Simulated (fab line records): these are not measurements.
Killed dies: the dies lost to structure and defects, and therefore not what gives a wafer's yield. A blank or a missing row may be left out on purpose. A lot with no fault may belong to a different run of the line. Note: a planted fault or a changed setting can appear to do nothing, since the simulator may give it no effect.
Split-lot trial	flow n5 finfet	21 wafers read across 7 lots, on a route 1938 steps long

## THE SPLIT ITSELF
At N5_BEOL_M12_EXPOSE_07 (exposes mask V11), the setting dose mj was moved away from the recipe's 32.5 on 4 of the 21 wafers read, by -7.4% to -3.4%. All remaining wafers had this setting at the recipe value.

## FROM THE SPLIT TO THE READING: what the file shows between them, 9 steps
- N5_BEOL_M12_PEB_08: peb time 90 s
- N5_BEOL_M12_DEVELOP_09: develop time 45 s
- N5_BEOL_M12_HARDBAKE_14: time 120 s
- N5_BEOL_M12_CD_MEAS_10: target cd 140 nm
- N5_BEOL_M12_ETCH_59: etches BARC in N2/H2, target depth 89 nm, overetch 26.7 nm, time 67.9 s (also split here: bias w)
- N5_BEOL_M12_VIA_ETCH_16: etches SiOC in C4F8/O2/Ar, target depth 724.8 nm
- N5_BEOL_M12_STRIP_63: strips in N2/H2
- N5_BEOL_M12_STRIP_71: strips in post etch residue remover, time 60 s
- N5_BEOL_M12_SRD_72: time 30 s, dry time 30 s

## THE READING
cd nm (nm) at N5_BEOL_M12_CD_MEAS_17, where the cd target is 140 nm. A value of 140.6 nm with a standard deviation of 1.5 nm is what fault-free wafers of this fab line usually give.

wafer	tool, chamber at the split	dose mj as run	against the recipe	cd nm, nm	against lot-mates on the recipe
L077.2	krf scanner-01, 0	32.5	recipe	141.8	-
L077.3	krf scanner-01, 0	32.5	recipe	141.4	-
L077.6	krf scanner-01, 0	32.5	recipe	141.8	-
L075.2	krf scanner-01, 0	32.5	recipe	139.4	-
L075.4	krf scanner-01, 0	32.5	recipe	138.7	-
L075.6	krf scanner-01, 0	32.5	recipe	140.4	-
L085.3	krf scanner-02, 0	31.18	-4.1%	133.9	-6.6
L085.4	krf scanner-02, 0	32.5	recipe	140.5	-
L085.6	krf scanner-02, 0	31.18	-4.1%	134.5	-6.0
L087.2	krf scanner-01, 0	30.1	-7.4%	130.8	-7.9
L087.3	krf scanner-01, 0	32.5	recipe	138.6	-
L087.6	krf scanner-01, 0	32.5	recipe	138.8	-
L090.2	krf scanner-02, 0	32.5	recipe	141.6	-
L090.5	krf scanner-02, 0	32.5	recipe	140.9	-
L090.6	krf scanner-02, 0	32.5	recipe	141.3	-
L094.2	krf scanner-02, 0	32.5	recipe	142.0	-
L094.3	krf scanner-02, 0	32.5	recipe	142.6	-
L094.6	krf scanner-02, 0	32.5	recipe	139.8	-
L096.1	krf scanner-02, 0	32.5	recipe	144.2	-
L096.2	krf scanner-02, 0	31.41	-3.4%	138.4	-5.1
L096.4	krf scanner-02, 0	32.5	recipe	142.8	-

FIT RESULTS
A straight line over all 21 wafers: cd nm changes by +1.41 nm for each +1% of dose mj; r = +0.88; the points scatter about the line by 1.6 nm.
The same after taking each lot's own level away (the mean of its wafers on the recipe; 21 wafers): +1.27 nm for each +1%; r = +0.95; scatter 0.82 nm.
Per that fit: largest dose mj move, reading shift of 9.4 nm.
The span of the lots' own levels, 138.70 to 143.50 nm, comes to 3.2 times the standard deviation stated above.
Hence the slope depends on the lot-to-lot level, as the two fits are not the same.
Check: with one of the wafers moved furthest among these (-7.4%) left out of the fit, the line predicts -11.4 nm for it against its lot-mates. Against them it came out at -7.9 nm.

## ADDITIONAL SPLITS CARRIED BY THESE WAFERS
Before the reading, these wafers also passed through other splits. Each is held against what the fit with the lots' levels taken away leaves over:
other split on the same wafers	wafers away from the commonest value	r with cd nm (lot level and that fit taken away)
N5_BEOL_M11_PECVD_70 time s	5	-0.11
N5_BEOL_M11_EXPOSE_08 dose mj	7	+0.00
N5_BEOL_M11_ETCH_62 time s	4	+0.21
N5_BEOL_M12_ETCH_59 bias w	7	-0.26

## THE WHOLE CHAIN: every reading that the file lists as answering this split, in the file's order
step	what it does	reading	change (the file's fit)	r (the file's)
N5_BEOL_M12_CD_MEAS_10	target cd 140 nm	cd nm	+1.22 nm for each +1% of the setting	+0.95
N5_BEOL_M12_CD_MEAS_17	target cd 140 nm	cd nm	+1.23 nm for each +1% of the setting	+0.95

## THE FILE'S OWN FIT
cd nm changes by +1.23 nm for each +1% of dose mj, r = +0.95.
